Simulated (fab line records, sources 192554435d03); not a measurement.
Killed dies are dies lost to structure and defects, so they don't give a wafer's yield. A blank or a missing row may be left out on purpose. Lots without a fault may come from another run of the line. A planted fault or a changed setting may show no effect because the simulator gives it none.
Which tool did it? | flow n5_finfet | 10 lots, 29 wafers sampled, at 1 step of a route of 1938

WHAT THE GAUGES READ, wafer by wafer
N5_BEOL_M10_OVL_MEAS_12. Usual: M10_OVL -0.4 nm, standard deviation 0.89.
lot  | measured     | on         | M10_OVL (nm)   | flag
L626 | day 10 17:30 | overlay-02 | -0.3 -0.2 -0.2 |
L627 | day 11 22:32 | overlay-01 | -1.1 0.8 -0.2  |
L635 | day 13 10:49 | overlay-02 | -0.1 -1.1 -0.6 |
L636 | day 13 13:44 | overlay-01 | -0.4 -1.2      |
L637 | day 13 17:37 | overlay-02 | -1.5 -1.4 -1.0 |
L641 | day 16 05:38 | overlay-02 | -0.6 -1.3 -1.0 |
L644 | day 16 10:23 | overlay-02 | -0.1 1.5 -0.4  |
L643 | day 16 14:47 | overlay-02 | -0.8 -1.0 -1.8 |
L645 | day 17 06:48 | overlay-01 | 0.5 0.1 -0.1   |
L648 | day 17 13:17 | overlay-01 | -0.6 0.8 0.4   |

WHICH TOOL RAN EACH LOT (tool, then ch and the chambers of the sampled wafers, then the start)
The record holds no process step before these readings.

WHAT THE TOOLS THEMSELVES READ (means of the sampled wafers that have a number; where no wafer has one, the mark that the record gives instead)
The record holds no such reading with a usual standard deviation.

THE ANSWER, worked out from the rows above alone
Rule: a lot is off if the mean of its wafers that have a number lies more than 3 standard deviations from the usual mean. A lot without any number at a reading at which 4 lots or more have one is off too. The other lots that the step has rows for count as sound. The gauges are gone through in route order, then the tools' own readings, and for those a lot's mean is taken as printed above. The first step at which some lot is off is used, and at that step the reading that is off furthest; a lot without a number counts as furthest.
No lot is off at any reading shown: from this, nothing can be told.

WHAT THE SIMULATOR HAD PUT IN
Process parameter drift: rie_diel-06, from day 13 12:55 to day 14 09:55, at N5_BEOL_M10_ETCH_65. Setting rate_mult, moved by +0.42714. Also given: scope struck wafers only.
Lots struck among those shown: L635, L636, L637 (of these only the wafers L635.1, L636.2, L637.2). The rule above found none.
